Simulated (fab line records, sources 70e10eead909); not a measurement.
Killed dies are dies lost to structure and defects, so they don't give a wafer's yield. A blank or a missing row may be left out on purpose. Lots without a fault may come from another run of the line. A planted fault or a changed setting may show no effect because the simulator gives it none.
fab line records | flow nand_harc
record lots=5 wafers=15 last_day=23
route steps=1159 shown A_ONON_D1@425 A_CHANNEL_HOLE_D1@450
lots that met no fault: from a run of the same line without faults
start_h: hours from the record's first day to the start of the lot's first wafer shown | wait_h: hours since the lot's step before | " the same as in the row above | L1.1+2: a row that stands for several wafers | - no value, or no start given | * or withheld: withheld | < > ~ a bound
route shown NAME@n: a module of which the file shows steps, and the number in the route of the first | usual: mean/standard deviation of fault-free wafers | same: alike in all rows | chamber/n: place in a boat | sites: the reading at each site | _std_site: their standard deviation | _edge_site: outer sites' mean less inner sites' | radius_mm: how far each site lies from the wafer's centre | mask NAME#n: copy n | behind: the tool/chamber that last shaped the wafer | hold: why the lot was held/for how many hours/how that ended | device: the transistor (n, p or np) that didn't switch | end of line: the same wafers' tests at the end of the route | a step without rows: its recipe alone | killed: dies lost to structure and defects at the first sort, not the wafer's yield | map: a wafer's dies, x killed, . not, _ none there
set.NAME: the setting as run; set.NAME@STEP: as run at that earlier step | model.NAME: the simulator's own value behind a step, which no gauge read
lots at some steps of the route; a table a step, a row a wafer
services: from which hour (start_h, from the record's first day; less than 0 if before it) a tool's chamber was out of use, for how many hours, and why
## steps
# step NHARC_A_ONON_D1_THK_MEAS_02
# recipe thk_meas_gauge=ellipsometry
# usual thk_nm=999/9
# columns lot.wafer tool chamber start_h wait_h thk_nm
L076.3 film_metro-01 - 167.71 - 1006
L076.4 " - " " 1006
L076.5 " - " " 1007
L079.3 film_metro-02 - 194.06 - 1006
L079.4 " - " " 1007
L079.6 " - " " 1005
L082.1 film_metro-02 - 202.39 - 1005
L082.3 " - " " 1004
L082.4 " - " " 1004
L087.2 film_metro-01 - 230.76 - 1009
L087.3 " - " " 1009
L087.5 " - " " 1008
L096.1 film_metro-01 - 282.81 - 1003
L096.2 " - " " 1003
L096.5 " - " " 1004
# step NHARC_A_ONON_D1_DEP_03
# recipe target_thk_a=10000 n2_flow_sccm=2750 n2o_flow_sccm=2000 nh3_flow_sccm=500 sih4_flow_sccm=210 temp_c=400
# usual n2o_flow_sccm=2000/6.4 sih4_flow_sccm=210.0/0.57 susceptor_temp_C=399.99/0.25
# columns lot.wafer tool chamber start_h wait_h n2o_flow_sccm sih4_flow_sccm susceptor_temp_C
L076.3 pecvd_onon-02 0 167.88 0.2 1997 209.5 400.13
L076.4 " 0 " " 1997 210.5 400.10
L076.5 " 0 " " 1993 209.5 399.92
L079.3 pecvd_onon-02 0 194.23 0.2 2001 209.2 399.69
L079.4 " 0 " " 2000 208.9 399.59
L079.6 " 0 " " 2006 209.4 399.68
L082.1 pecvd_onon-02 0 202.45 0.1 2002 209.8 400.28
L082.3 " 0 " " 2008 210.0 400.42
L082.4 " 0 " " 1995 208.9 400.39
L087.2 pecvd_onon-02 0 230.87 0.1 2002 209.7 399.96
L087.3 " 0 " " 2000 210.4 399.79
L087.5 " 0 " " 1991 210.5 399.85
L096.1 pecvd_onon-02 0 282.86 0.1 1999 210.3 399.88
L096.2 " 0 " " 1991 209.8 399.97
L096.5 " 0 " " 1990 209.4 400.08
# step NHARC_A_ONON_D1_THK_MEAS_05
# recipe thk_meas_gauge=ellipsometry
# usual thk_nm=1003/11
# columns lot.wafer tool chamber start_h wait_h thk_nm
L076.3 film_metro-02 - 168.28 - 997
L076.4 " - " " 998
L076.5 " - " " 997
L079.3 film_metro-01 - 194.63 - 1016
L079.4 " - " " 1017
L079.6 " - " " 1016
L082.1 film_metro-02 - 202.96 - 1008
L082.3 " - " " 1010
L082.4 " - " " 1009
L087.2 film_metro-02 - 231.33 - 1004
L087.3 " - " " 1002
L087.5 " - " " 1000
L096.1 film_metro-02 - 283.38 - 997
L096.2 " - " " 996
L096.5 " - " " 997
# step NHARC_A_ONON_D1_DEP_06
# recipe target_thk_a=10000 n2_flow_sccm=2750 n2o_flow_sccm=2000 nh3_flow_sccm=500 sih4_flow_sccm=210 temp_c=400
# usual n2o_flow_sccm=2000/5.8 sih4_flow_sccm=209.9/0.6 susceptor_temp_C=400.00/0.24
# columns lot.wafer tool chamber start_h wait_h n2o_flow_sccm sih4_flow_sccm susceptor_temp_C
L076.3 pecvd_onon-02 0 168.45 0.2 1999 209.0 399.77
L076.4 " 0 " " 1998 209.4 400.40
L076.5 " 0 " " 1993 209.2 399.86
L079.3 pecvd_onon-01 0 194.80 0.2 2001 209.2 400.08
L079.4 " 0 " " 2003 208.5 400.15
L079.6 " 0 " " 1996 209.1 399.86
L082.1 pecvd_onon-02 0 203.29 0.3 2003 210.1 399.82
L082.3 " 0 " " 1990 210.3 399.85
L082.4 " 0 " " 2001 210.1 400.35
L087.2 pecvd_onon-02 0 231.45 0.1 1992 209.3 399.70
L087.3 " 0 " " 1994 210.3 399.96
L087.5 " 0 " " 1996 209.9 399.67
L096.1 pecvd_onon-04 0 283.43 0.1 2006 210.1 400.22
L096.2 " 0 " " 1997 210.7 400.17
L096.5 " 0 " " 2006 209.8 400.34
# step NHARC_A_ONON_D1_THK_MEAS_08
# recipe thk_meas_gauge=ellipsometry
# usual thk_nm=1001/9.5
# columns lot.wafer tool chamber start_h wait_h thk_nm
L076.3 film_metro-01 - 168.84 - 1003
L076.4 " - " " 1005
L076.5 " - " " 1005
L079.3 film_metro-02 - 195.19 - 983
L079.4 " - " " 982
L079.6 " - " " 982
L082.1 film_metro-02 - 203.79 - 1004
L082.3 " - " " 1003
L082.4 " - " " 1005
L087.2 film_metro-02 - 231.90 - 1000
L087.3 " - " " 999
L087.5 " - " " 999
L096.1 film_metro-01 - 283.94 - 973
L096.2 " - " " 971
L096.5 " - " " 974
# step NHARC_A_ONON_D1_DEP_09
# recipe target_thk_a=10000 n2_flow_sccm=2750 n2o_flow_sccm=2000 nh3_flow_sccm=500 sih4_flow_sccm=210 temp_c=400
# usual n2o_flow_sccm=2000/5.8 sih4_flow_sccm=210.0/0.65 susceptor_temp_C=400.03/0.19
# columns lot.wafer tool chamber start_h wait_h n2o_flow_sccm sih4_flow_sccm susceptor_temp_C
L076.3 pecvd_onon-02 0 169.02 0.2 1998 210.4 400.04
L076.4 " 0 " " 2007 209.6 400.05
L076.5 " 0 " " 1997 210.7 400.06
L079.3 pecvd_onon-04 0 195.36 0.2 2004 209.9 399.98
L079.4 " 0 " " 2009 209.6 399.90
L079.6 " 0 " " 2004 209.9 399.83
L082.1 pecvd_onon-04 0 203.99 0.2 1991 210.4 400.08
L082.3 " 0 " " 2006 209.1 400.06
L082.4 " 0 " " 1999 210.4 399.83
L087.2 pecvd_onon-02 0 232.01 0.1 2001 210.4 400.15
L087.3 " 0 " " 1989 211.4 400.04
L087.5 " 0 " " 1999 210.1 400.24
L096.1 pecvd_onon-01 0 284.00 0.1 1992 209.7 400.09
L096.2 " 0 " " 2000 209.8 399.65
L096.5 " 0 " " 2000 209.4 400.19
# step NHARC_A_ONON_D1_THK_MEAS_11
# recipe thk_meas_gauge=ellipsometry
# usual thk_nm=996/9.1
# columns lot.wafer tool chamber start_h wait_h thk_nm
L076.3 film_metro-01 - 169.41 - 1007
L076.4 " - " " 1006
L076.5 " - " " 1006
L079.3 film_metro-01 - 195.76 - 998
L079.4 " - " " 997
L079.6 " - " " 996
L082.1 film_metro-02 - 204.50 - 1015
L082.3 " - " " 1014
L082.4 " - " " 1014
L087.2 film_metro-01 - 232.47 - 999
L087.3 " - " " 998
L087.5 " - " " 1001
L096.1 film_metro-01 - 284.51 - 992
L096.2 " - " " 993
L096.5 " - " " 995
# step NHARC_A_ONON_D1_DEP_12
# recipe target_thk_a=10000 n2_flow_sccm=2750 n2o_flow_sccm=2000 nh3_flow_sccm=500 sih4_flow_sccm=210 temp_c=400
# usual n2o_flow_sccm=2001/6.2 sih4_flow_sccm=210.0/0.55 susceptor_temp_C=399.95/0.19
# columns lot.wafer tool chamber start_h wait_h n2o_flow_sccm sih4_flow_sccm susceptor_temp_C
L076.3 pecvd_onon-02 0 169.58 0.2 2007 210.6 400.06
L076.4 " 0 " " 2009 210.7 400.07
L076.5 " 0 " " 2005 209.6 399.87
L079.3 pecvd_onon-04 0 195.93 0.2 2001 210.3 400.18
L079.4 " 0 " " 2005 209.2 400.18
L079.6 " 0 " " 1996 209.5 399.90
L082.1 pecvd_onon-04 0 204.69 0.2 2004 209.3 399.55
L082.3 " 0 " " 2014 209.6 399.87
L082.4 " 0 " " 2003 209.6 399.81
L087.2 pecvd_onon-02 0 232.58 0.1 1999 210.4 399.62
L087.3 " 0 " " 2000 210.1 399.86
L087.5 " 0 " " 2000 209.6 400.10
L096.1 pecvd_onon-04 0 284.56 0.1 1996 209.8 399.76
L096.2 " 0 " " 2010 209.5 399.99
L096.5 " 0 " " 1999 210.3 399.89
# step NHARC_A_ONON_D1_THK_MEAS_14
# recipe thk_meas_gauge=ellipsometry
# usual thk_nm=998/8.3
# columns lot.wafer tool chamber start_h wait_h thk_nm
L076.3 film_metro-02 - 169.98 - 1001
L076.4 " - " " 1000
L076.5 " - " " 1002
L079.3 film_metro-01 - 196.33 - 1011
L079.4 " - " " 1010
L079.6 " - " " 1012
L082.1 film_metro-01 - 205.20 - 1001
L082.3 " - " " 1003
L082.4 " - " " 1004
L087.2 film_metro-01 - 233.03 - 984
L087.3 " - " " 984
L087.5 " - " " 986
L096.1 film_metro-02 - 285.08 - 997
L096.2 " - " " 999
L096.5 " - " " 995
# step NHARC_A_ONON_D1_ANNEAL_15
# recipe temp_c=750 time_s=3600
# columns lot.wafer tool chamber start_h wait_h
L076.3+4+5 furnace-07 0 172.69 2.7
L079.3+4+6 furnace-07 0 199.02 2.7
L082.1+3+4 furnace-07 0 207.92 2.7
L087.2+3+5 furnace-04 0 237.51 4.5
L096.1+2+5 furnace-05 0 290.64 5.6
# step NHARC_A_ONON_D1_DEP_16
# recipe target_thk_a=10000 n2_flow_sccm=2750 n2o_flow_sccm=2000 nh3_flow_sccm=500 sih4_flow_sccm=210 temp_c=400
# usual n2o_flow_sccm=2000/6.6 sih4_flow_sccm=210.1/0.69 susceptor_temp_C=400.04/0.21
# columns lot.wafer tool chamber start_h wait_h n2o_flow_sccm sih4_flow_sccm susceptor_temp_C
L076.3 pecvd_onon-04 0 176.74 0.2 2005 210.1 399.74
L076.4 " 0 " " 2009 209.3 400.13
L076.5 " 0 " " 2013 209.8 400.23
L079.3 pecvd_onon-02 0 203.05 0.2 2000 209.6 400.23
L079.4 " 0 " " 2006 209.7 400.43
L079.6 " 0 " " 1988 209.5 400.55
L082.1 pecvd_onon-01 0 211.79 0.1 1998 210.0 400.27
L082.3 " 0 " " 1990 209.7 400.27
L082.4 " 0 " " 1997 210.4 400.44
L087.2 pecvd_onon-01 0 241.47 0.1 1998 210.4 399.66
L087.3 " 0 " " 1994 208.7 400.04
L087.5 " 0 " " 1998 209.8 400.23
L096.1 pecvd_onon-04 0 294.51 0.1 2000 210.8 399.81
L096.2 " 0 " " 2008 209.5 400.16
L096.5 " 0 " " 2002 210.2 400.00
# step NHARC_A_ONON_D1_THK_MEAS_18
# recipe thk_meas_gauge=ellipsometry
# usual thk_nm=1002/9.4
# columns lot.wafer tool chamber start_h wait_h thk_nm
L076.3 film_metro-01 - 177.14 - 997
L076.4 " - " " 997
L076.5 " - " " 1000
L079.3 film_metro-02 - 203.45 - 1023
L079.4 " - " " 1023
L079.6 " - " " 1021
L082.1 film_metro-02 - 212.30 - 987
L082.3 " - " " 987
L082.4 " - " " 988
L087.2 film_metro-02 - 241.92 - 1015
L087.3 " - " " 1015
L087.5 " - " " 1015
L096.1 film_metro-02 - 295.02 - 1017
L096.2 " - " " 1018
L096.5 " - " " 1017
# step NHARC_A_ONON_D1_DEP_19
# recipe target_thk_a=10000 n2_flow_sccm=2750 n2o_flow_sccm=2000 nh3_flow_sccm=500 sih4_flow_sccm=210 temp_c=400
# usual n2o_flow_sccm=1999/6.4 sih4_flow_sccm=209.8/0.65 susceptor_temp_C=400.01/0.23
# columns lot.wafer tool chamber start_h wait_h n2o_flow_sccm sih4_flow_sccm susceptor_temp_C
L076.3 pecvd_onon-01 0 177.31 0.2 1995 210.7 400.17
L076.4 " 0 " " 1989 210.6 399.96
L076.5 " 0 " " 1993 210.2 399.95
L079.3 pecvd_onon-02 0 203.75 0.3 1997 209.5 400.00
L079.4 " 0 " " 2003 210.3 400.06
L079.6 " 0 " " 1991 210.0 399.95
L082.1 pecvd_onon-01 0 212.36 0.1 1999 209.7 399.97
L082.3 " 0 " " 1999 209.6 399.97
L082.4 " 0 " " 2004 210.2 400.03
L087.2 pecvd_onon-02 0 242.03 0.1 1996 210.4 400.22
L087.3 " 0 " " 1988 209.2 399.90
L087.5 " 0 " " 1997 209.3 400.16
L096.1 pecvd_onon-01 0 295.07 0.1 1998 210.6 399.81
L096.2 " 0 " " 1995 210.2 399.64
L096.5 " 0 " " 2001 210.3 399.85
# step NHARC_A_ONON_D1_THK_MEAS_21
# recipe thk_meas_gauge=ellipsometry
# usual thk_nm=998/11
# columns lot.wafer tool chamber start_h wait_h thk_nm
L076.3 film_metro-01 - 177.71 - 980
L076.4 " - " " 981
L076.5 " - " " 980
L079.3 film_metro-01 - 204.17 - 991
L079.4 " - " " 992
L079.6 " - " " 993
L082.1 film_metro-01 - 212.87 - 1006
L082.3 " - " " 1005
L082.4 " - " " 1007
L087.2 film_metro-02 - 242.49 - 989
L087.3 " - " " 988
L087.5 " - " " 987
L096.1 film_metro-01 - 295.58 - 992
L096.2 " - " " 991
L096.5 " - " " 990
# step NHARC_A_ONON_D1_DEP_22
# recipe target_thk_a=10000 n2_flow_sccm=2750 n2o_flow_sccm=2000 nh3_flow_sccm=500 sih4_flow_sccm=210 temp_c=400
# usual n2o_flow_sccm=2000/6.3 sih4_flow_sccm=210.0/0.65 susceptor_temp_C=400.07/0.22
# columns lot.wafer tool chamber start_h wait_h n2o_flow_sccm sih4_flow_sccm susceptor_temp_C
L076.3 pecvd_onon-02 0 177.88 0.2 2004 209.1 400.36
L076.4 " 0 " " 1995 210.3 400.28
L076.5 " 0 " " 1997 210.5 400.22
L079.3 pecvd_onon-02 0 204.46 0.3 2001 209.8 400.17
L079.4 " 0 " " 2004 209.8 400.07
L079.6 " 0 " " 2003 210.1 400.21
L082.1 pecvd_onon-01 0 212.92 0.1 1992 210.8 399.56
L082.3 " 0 " " 1995 210.5 400.10
L082.4 " 0 " " 1996 210.4 399.91
L087.2 pecvd_onon-02 0 242.74 0.2 2001 209.3 400.18
L087.3 " 0 " " 2007 209.7 399.89
L087.5 " 0 " " 2009 209.6 400.37
L096.1 pecvd_onon-04 0 295.64 0.1 1999 210.8 399.84
L096.2 " 0 " " 2002 210.5 399.82
L096.5 " 0 " " 1992 210.6 399.72
# step NHARC_A_ONON_D1_THK_MEAS_24
# recipe thk_meas_gauge=ellipsometry
# usual thk_nm=1000/11
# columns lot.wafer tool chamber start_h wait_h thk_nm
L076.3 film_metro-02 - 178.28 - 1007
L076.4 " - " " 1009
L076.5 " - " " 1007
L079.3 film_metro-02 - 204.86 - 1026
L079.4 " - " " 1028
L079.6 " - " " 1025
L082.1 film_metro-02 - 213.43 - 981
L082.3 " - " " 979
L082.4 " - " " 979
L087.2 film_metro-02 - 243.19 - 1006
L087.3 " - " " 1006
L087.5 " - " " 1006
L096.1 film_metro-02 - 296.15 - 1003
L096.2 " - " " 1004
L096.5 " - " " 1003
# step NHARC_A_ONON_D1_DEP_25
# recipe target_thk_a=10000 n2_flow_sccm=2750 n2o_flow_sccm=2000 nh3_flow_sccm=500 sih4_flow_sccm=210 temp_c=400
# usual n2o_flow_sccm=2002/6.2 sih4_flow_sccm=209.9/0.7 susceptor_temp_C=400.02/0.25
# columns lot.wafer tool chamber start_h wait_h n2o_flow_sccm sih4_flow_sccm susceptor_temp_C
L076.3 pecvd_onon-04 0 178.45 0.2 2009 209.3 399.62
L076.4 " 0 " " 2002 208.8 399.92
L076.5 " 0 " " 2007 208.4 399.41
L079.3 pecvd_onon-02 0 205.16 0.3 2009 209.6 399.86
L079.4 " 0 " " 1995 209.6 399.91
L079.6 " 0 " " 2000 210.1 399.81
L082.1 pecvd_onon-01 0 213.75 0.3 2003 209.4 400.16
L082.3 " 0 " " 2003 210.3 400.02
L082.4 " 0 " " 2006 210.0 400.22
L087.2 pecvd_onon-02 0 243.44 0.2 2007 210.5 400.14
L087.3 " 0 " " 2005 210.1 400.15
L087.5 " 0 " " 2004 210.1 400.27
L096.1 pecvd_onon-01 0 296.21 0.1 2013 208.7 400.52
L096.2 " 0 " " 2005 208.8 400.17
L096.5 " 0 " " 2009 209.8 400.10
# step NHARC_A_ONON_D1_THK_MEAS_27
# recipe thk_meas_gauge=ellipsometry
# usual thk_nm=1000/10
# columns lot.wafer tool chamber start_h wait_h thk_nm
L076.3 film_metro-02 - 178.85 - 990
L076.4 " - " " 989
L076.5 " - " " 990
L079.3 film_metro-02 - 205.56 - 991
L079.4 " - " " 991
L079.6 " - " " 991
L082.1 film_metro-01 - 214.26 - 1011
L082.3 " - " " 1009
L082.4 " - " " 1009
L087.2 film_metro-01 - 243.89 - 1015
L087.3 " - " " 1015
L087.5 " - " " 1015
L096.1 film_metro-02 - 296.72 - 996
L096.2 " - " " 996
L096.5 " - " " 994
# step NHARC_A_ONON_D1_DEP_28
# recipe target_thk_a=10000 n2_flow_sccm=2750 n2o_flow_sccm=2000 nh3_flow_sccm=500 sih4_flow_sccm=210 temp_c=400
# usual n2o_flow_sccm=2002/5.6 sih4_flow_sccm=210.0/0.66 susceptor_temp_C=400.07/0.23
# columns lot.wafer tool chamber start_h wait_h n2o_flow_sccm sih4_flow_sccm susceptor_temp_C
L076.3 pecvd_onon-01 0 179.02 0.2 2005 209.8 399.73
L076.4 " 0 " " 2002 210.3 400.15
L076.5 " 0 " " 1999 209.8 400.16
L079.3 pecvd_onon-02 0 205.73 0.2 1996 210.3 400.07
L079.4 " 0 " " 1996 210.7 399.83
L079.6 " 0 " " 2004 210.6 399.96
L082.1 pecvd_onon-01 0 214.45 0.2 2004 210.0 400.15
L082.3 " 0 " " 2009 210.0 400.33
L082.4 " 0 " " 2010 210.0 400.03
L087.2 pecvd_onon-02 0 244.14 0.3 2000 210.7 399.83
L087.3 " 0 " " 1994 210.5 399.55
L087.5 " 0 " " 2012 209.2 399.82
L096.1 pecvd_onon-04 0 296.77 0.1 2003 209.9 400.01
L096.2 " 0 " " 2002 209.6 400.16
L096.5 " 0 " " 2001 209.3 400.41
# step NHARC_A_ONON_D1_THK_MEAS_30
# recipe thk_meas_gauge=ellipsometry
# usual thk_nm=1001/10
# columns lot.wafer tool chamber start_h wait_h thk_nm
L076.3 film_metro-02 - 179.44 - 994
L076.4 " - " " 993
L076.5 " - " " 994
L079.3 film_metro-01 - 206.12 - 1004
L079.4 " - " " 1005
L079.6 " - " " 1007
L082.1 film_metro-01 - 214.96 - 1005
L082.3 " - " " 1007
L082.4 " - " " 1005
L087.2 film_metro-01 - 244.59 - 991
L087.3 " - " " 990
L087.5 " - " " 989
L096.1 film_metro-02 - 297.28 - 1001
L096.2 " - " " 1000
L096.5 " - " " 1002
# step NHARC_A_ONON_D1_DEP_33
# recipe target_thk_a=2000 temp_c=400 pressure_torr=6.5 rf_w=900 teos_flow_sccm=161.4 flow_sccm=2650 target_thk_nm=200 gas=O2 material=SiO2
# usual heater_power_w=580/83 susceptor_temp_C=399.97/0.22 throttle_valve_pct=15.8/0.58
# columns lot.wafer tool chamber start_h wait_h heater_power_w susceptor_temp_C throttle_valve_pct
L076.3 pecvd-03 2 179.63 0.2 573 399.90 16.0
L076.4 " 1 " " 605 400.24 15.9
L076.5 " 2 " " 592 399.96 15.8
L079.3 pecvd-01 0 206.31 0.2 585 399.60 16.0
L079.4 " 1 " " 366 400.73 16.3
L079.6 " 0 " " 583 399.85 16.0
L082.1 pecvd-03 1 215.02 0.1 478 399.85 15.8
L082.3 " 2 " " 485 399.49 16.3
L082.4 " 1 " " 497 399.87 15.8
L087.3 pecvd-03 2 245.04 0.4 578 400.10 15.9
L087.2 " 0 " " 560 400.16 15.3
L087.5 " 1 " " 588 399.89 16.1
L096.2 pecvd-02 1 297.50 0.2 649 399.83 15.2
L096.1 " 2 " " 637 400.13 14.4
L096.5 " 2 " " 634 399.70 14.6
# step NHARC_A_ONON_D1_THK_MEAS_34
# recipe thk_meas_gauge=ellipsometry
# usual thk_nm=200.1/3
# columns lot.wafer tool chamber start_h wait_h thk_nm
L076.3 film_metro-02 - 180.04 0.3 196.7
L076.4 " - " " 198.3
L076.5 " - " " 197.6
L079.3 film_metro-01 - 206.72 0.3 201.9
L079.4 " - " " 199.6
L079.6 " - " " 201.8
L082.1 film_metro-01 - 215.43 - 198.1
L082.3 " - " " 191.4
L082.4 " - " " 200.6
L087.2 film_metro-01 - 245.41 - 196.7
L087.3 " - " " 198.7
L087.5 " - " " 199.1
L096.1 film_metro-02 - 297.92 - 198.3
L096.2 " - " " 198.7
L096.5 " - " " 200.4
# step NHARC_A_ONON_D1_INSPECT_32
# usual raw_defect_count=72/27
# columns lot.wafer tool chamber start_h wait_h raw_defect_count
L076.3 defect_inspect-02 - 180.13 0.0 120
L076.4 " - " " 83
L076.5 " - " " 65
L079.3 defect_inspect-02 - 206.81 0.0 34
L079.4 " - " " 79
L079.6 " - " " 53
L082.1 defect_inspect-02 - 215.49 0.0 76
L082.3 " - " " 90
L082.4 " - " " 85
L087.2 defect_inspect-02 - 245.47 0.0 75
L087.3 " - " " 79
L087.5 " - " " 100
L096.1 defect_inspect-01 - 297.99 0.1 63
L096.2 " - " " 90
L096.5 " - " " 134
# step NHARC_A_CHANNEL_HOLE_D1_DEP_00
# recipe target_thk_a=31000 temp_c=400 material=aC
# usual susceptor_temp_C=399.94/0.23 throttle_valve_pct=35.001/0.0086
# columns lot.wafer tool chamber start_h wait_h susceptor_temp_C throttle_valve_pct
L076.3 acl_dep-02 0 183.39 3.3 400.09 35.005
L076.4 " 0 " " 399.89 35.007
L076.5 " 0 " " 400.10 35.012
L079.3 acl_dep-01 0 207.52 0.7 400.13 34.993
L079.4 " 0 " " 400.32 34.995
L079.6 " 0 " " 399.96 35.000
L082.1 acl_dep-03 0 215.93 0.4 - 35.007
L082.3 " 0 " " - 35.007
L082.4 " 0 " " - 34.985
L087.2 acl_dep-01 0 245.86 0.4 399.98 35.009
L087.3 " 0 " " 400.25 35.005
L087.5 " 0 " " 400.51 35.010
L096.1 acl_dep-02 0 300.84 2.9 399.67 35.019
L096.2 " 0 " " 399.75 35.009
L096.5 " 0 " " 399.83 35.014
# step NHARC_A_CHANNEL_HOLE_D1_DEP_01
# recipe target_thk_a=1400 target_thk_nm=140 temp_c=400 pressure_torr=3.5 flow_sccm=200 rf_w=350 material=SiON
# usual heater_power_w=772/83 susceptor_temp_C=400.03/0.19
# columns lot.wafer tool chamber start_h wait_h heater_power_w susceptor_temp_C
L076.3 pecvd-01 0 184.76 1.1 683 399.78
L076.4 " 0 " " 689 399.90
L076.5 " 1 " " 663 400.05
L079.3 pecvd-03 0 208.88 1.0 832 400.10
L079.6 " 1 " " 690 400.33
L079.4 " 0 " " 838 400.31
L082.1 pecvd-03 1 217.83 1.6 770 399.87
L082.3 " 0 " " 827 399.97
L082.4 " 2 " " 770 399.86
L087.3 pecvd-03 1 247.50 1.0 730 400.09
L087.2 " 2 " " 795 399.99
L087.5 " 2 " " 805 400.06
L096.2 pecvd-01 2 302.81 1.3 863 400.02
L096.1 " 0 " " 728 399.92
L096.5 " 1 " " 584 399.85
# step NHARC_A_CHANNEL_HOLE_D1_DEHYDRATE_02
# recipe temp_c=150 time_s=120
# columns lot.wafer tool chamber start_h wait_h
L076.3+4+5 litho_track-06 0 185.03 0.2
L079.3+4+6 litho_track-06 0 209.09 0.2
L082.1+3+4 litho_track-01 0 218.10 0.2
L087.2+3+5 litho_track-04 0 247.76 0.2
L096.1+2+5 litho_track-04 0 303.05 0.2
# step NHARC_A_CHANNEL_HOLE_D1_HMDS_03
# recipe time_s=30
# columns lot.wafer tool chamber start_h wait_h
L076.3+4+5 litho_track-06 0 - -
L079.3+4+6 litho_track-06 0 - -
L082.1+3+4 litho_track-01 0 - -
L087.2+3+5 litho_track-04 0 - -
L096.1+2+5 litho_track-04 0 - -
# step NHARC_A_CHANNEL_HOLE_D1_COAT_36
# recipe temp_c=260 time_s=75
# columns lot.wafer tool chamber start_h wait_h
L076.3+4+5 litho_track-06 0 - -
L079.3+4+6 litho_track-06 0 - -
L082.1+3+4 litho_track-01 0 - -
L087.2+3+5 litho_track-04 0 - -
L096.1+2+5 litho_track-04 0 - -
# step NHARC_A_CHANNEL_HOLE_D1_COAT_37
# recipe temp_c=225 time_s=65
# columns lot.wafer tool chamber start_h wait_h
L076.3+4+5 litho_track-06 0 - -
L079.3+4+6 litho_track-06 0 - -
L082.1+3+4 litho_track-01 0 - -
L087.2+3+5 litho_track-04 0 - -
L096.1+2+5 litho_track-04 0 - -
# step NHARC_A_CHANNEL_HOLE_D1_COAT_04
# recipe spin_rpm=1500 resist_thk_nm=90
# columns lot.wafer tool chamber start_h wait_h
L076.3+4+5 litho_track-06 0 - -
L079.3+4+6 litho_track-06 0 - -
L082.1+3+4 litho_track-01 0 - -
L087.2+3+5 litho_track-04 0 - -
L096.1+2+5 litho_track-04 0 - -
# step NHARC_A_CHANNEL_HOLE_D1_SOFTBAKE_05
# recipe temp_c=105 time_s=55
# columns lot.wafer tool chamber start_h wait_h
L076.3+4+5 litho_track-06 0 - -
L079.3+4+6 litho_track-06 0 - -
L082.1+3+4 litho_track-01 0 - -
L087.2+3+5 litho_track-04 0 - -
L096.1+2+5 litho_track-04 0 - -
# step NHARC_A_CHANNEL_HOLE_D1_EBR_06
# columns lot.wafer tool chamber start_h wait_h
L076.3+4+5 litho_track-06 0 - -
L079.3+4+6 litho_track-06 0 - -
L082.1+3+4 litho_track-01 0 - -
L087.2+3+5 litho_track-04 0 - -
L096.1+2+5 litho_track-04 0 - -
# step NHARC_A_CHANNEL_HOLE_D1_EXPOSE_07
# recipe na=1.35 target_cd_nm=100 sigma_outer=0.3 dose_mj=59.65 mask_id=HOLE_D1
# usual focus_offset_nm=0.0/0.54 stage_vel_mm_s=500.01/0.28
# columns lot.wafer tool chamber start_h wait_h mask focus_offset_nm stage_vel_mm_s
L076.3 arfi_scanner-03 0 185.35 - HOLE_D1#0 0.8 499.70
L076.4 " 0 " " HOLE_D1#0 1.0 499.80
L076.5 " 0 " " HOLE_D1#0 1.4 499.84
L079.3 arfi_scanner-03 0 209.41 - HOLE_D1#0 -1.0 500.30
L079.4 " 0 " " HOLE_D1#0 -0.2 500.37
L079.6 " 0 " " HOLE_D1#0 -0.1 500.10
L082.1 arfi_scanner-03 0 218.28 - HOLE_D1#0 -1.1 500.22
L082.3 " 0 " " HOLE_D1#0 -1.1 500.29
L082.4 " 0 " " HOLE_D1#0 0.1 499.94
L087.2 arfi_scanner-02 0 248.08 - HOLE_D1#0 0.4 499.73
L087.3 " 0 " " HOLE_D1#0 0.6 499.73
L087.5 " 0 " " HOLE_D1#0 0.3 500.11
L096.1 arfi_scanner-01 0 303.36 - HOLE_D1#0 0.2 500.37
L096.2 " 0 " " HOLE_D1#0 0.3 500.40
L096.5 " 0 " " HOLE_D1#0 0.6 500.29
# step NHARC_A_CHANNEL_HOLE_D1_PEB_08
# recipe peb_temp_c=100 peb_time_s=65
# columns lot.wafer tool chamber start_h wait_h
L076.3+4+5 litho_track-06 0 185.40 0.0
L079.3+4+6 litho_track-04 0 209.46 0.0
L082.1+3+4 litho_track-06 0 218.34 0.1
L087.2+3+5 litho_track-06 0 248.14 0.1
L096.1+2+5 litho_track-04 0 303.42 0.1
# step NHARC_A_CHANNEL_HOLE_D1_DEVELOP_09
# recipe develop_time_s=35 dev_temp_c=23
# columns lot.wafer tool chamber start_h wait_h
L076.3+4+5 litho_track-06 0 - -
L079.3+4+6 litho_track-04 0 - -
L082.1+3+4 litho_track-06 0 - -
L087.2+3+5 litho_track-06 0 - -
L096.1+2+5 litho_track-04 0 - -
# step NHARC_A_CHANNEL_HOLE_D1_CD_MEAS_10
# recipe target_cd_nm=100 landing_energy_ev=500
# usual cd_nm=100.1/0.96
# columns lot.wafer tool chamber start_h wait_h cd_nm
L076.3 cd_sem-01 0 185.48 - 99.0
L076.4 " 0 " " 100.0
L076.5 " 0 " " 99.5
L079.3 cd_sem-02 0 209.55 - 100.1
L079.4 " 0 " " 101.3
L079.6 " 0 " " 101.1
L082.1 cd_sem-01 0 218.42 - 99.7
L082.3 " 0 " " 98.8
L082.4 " 0 " " 99.5
L087.2 cd_sem-01 0 248.22 - 99.6
L087.3 " 0 " " 99.7
L087.5 " 0 " " 99.7
L096.1 cd_sem-01 0 303.50 - 100.8
L096.2 " 0 " " 101.4
L096.5 " 0 " " 101.5
## services
# columns tool chamber start_h hours kind
arfi_scanner-01 - 144.35 1.7 repair
arfi_scanner-01 - 149.28 1.3 repair
pecvd-02 - 153.06 13.0 pm
pecvd-03 0 164.67 20.3 repair
acl_dep-02 - 169.75 13.0 pm
arfi_scanner-02 - 173.27 10.3 repair
pecvd_onon-01 - 195.03 13.0 pm
arfi_scanner-01 - 196.99 4.0 pm
pecvd-01 2 199.83 7.0 repair
pecvd_onon-02 - 208.27 11.4 repair
arfi_scanner-01 - 210.56 1.2 repair
pecvd-01 1 213.77 15.4 repair
acl_dep-03 - 224.24 13.0 pm
acl_dep-01 - 231.13 4.8 repair
pecvd-02 - 232.78 1.1 repair
pecvd-01 - 237.07 13.0 pm
pecvd_onon-04 - 237.09 13.0 pm
acl_dep-02 - 245.67 0.3 repair
litho_track-01 - 268.00 7.0 pm
arfi_scanner-03 - 280.00 0.4 repair
litho_track-06 - 292.00 7.0 pm
pecvd-03 - 292.38 13.0 pm
pecvd_onon-02 - 292.49 13.0 pm
acl_dep-01 - 294.77 13.0 pm
## key
fault none
